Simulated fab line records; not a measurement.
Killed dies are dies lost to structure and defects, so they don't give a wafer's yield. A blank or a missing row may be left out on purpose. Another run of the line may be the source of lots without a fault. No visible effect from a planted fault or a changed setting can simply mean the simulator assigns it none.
Chamber matching / flow nand_harc / NHARC_A_BLC_STRIP_21 on rie_diel-06: 4 sister chambers
The step strips in O2. 8 wafers are shown with their chamber, then 7 later ones without.

## EACH WAFER AND ITS CHAMBER
wafer=L632.3; chamber=3; drypump_motor_current_A (A)=5.1; oes_product_au (a.u.)=0.985
wafer=L631.3; chamber=3; drypump_motor_current_A (A)=5.1; oes_product_au (a.u.)=0.991
wafer=L631.5; chamber=0; drypump_motor_current_A (A)=4.9; oes_product_au (a.u.)=0.986
wafer=L630.3; chamber=2; drypump_motor_current_A (A)=6.0; oes_product_au (a.u.)=1.014
wafer=L630.4; chamber=0; drypump_motor_current_A (A)=4.9; oes_product_au (a.u.)=0.979
wafer=L630.5; chamber=1; drypump_motor_current_A (A)=6.6; oes_product_au (a.u.)=0.999
wafer=L633.3; chamber=1; drypump_motor_current_A (A)=6.7; oes_product_au (a.u.)=0.996
wafer=L633.4; chamber=2; drypump_motor_current_A (A)=5.9; oes_product_au (a.u.)=1.017

## WAFERS WITHOUT THEIR CHAMBER
wafer=L633.6; drypump_motor_current_A (A)=6.6; oes_product_au (a.u.)=0.998
wafer=L638.1; drypump_motor_current_A (A)=6.0; oes_product_au (a.u.)=1.006
wafer=L638.4; drypump_motor_current_A (A)=6.6; oes_product_au (a.u.)=0.991
wafer=L638.5; drypump_motor_current_A (A)=5.1; oes_product_au (a.u.)=0.987
wafer=L642.1; drypump_motor_current_A (A)=6.6; oes_product_au (a.u.)=0.988
wafer=L642.2; drypump_motor_current_A (A)=5.1; oes_product_au (a.u.)=0.990
wafer=L642.6; drypump_motor_current_A (A)=4.9; oes_product_au (a.u.)=1.002

## WHICH CHAMBER EACH WENT THROUGH
wafer=L633.6; from the rows above=1; in truth=1
wafer=L638.1; from the rows above=2; in truth=2
wafer=L638.4; from the rows above=1; in truth=1
wafer=L638.5; from the rows above=3; in truth=3
wafer=L642.1; from the rows above=1; in truth=1
wafer=L642.2; from the rows above=3; in truth=3
wafer=L642.6; from the rows above=can't be placed: 0 or 3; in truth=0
Correct placement for 6 of the 7. Cannot be placed on the basis of these rows: 1; the candidates contain the true chamber in 1. 0 placed wrongly.
How it was worked out, from the rows above alone: a wafer's distance from a chamber is the root of the sum, over the readings, of the square of ((its reading less the chamber's mean) divided by the reading's scatter). The wafer belongs to the nearest chamber; if the next one is less than 2 further off, it can't be placed. Each chamber's mean is taken over the wafers shown for it. How the scatter is found: for the shown wafers, subtract from each reading the mean of its chamber, square and add these, divide the total by (wafers less chambers), then take the root.
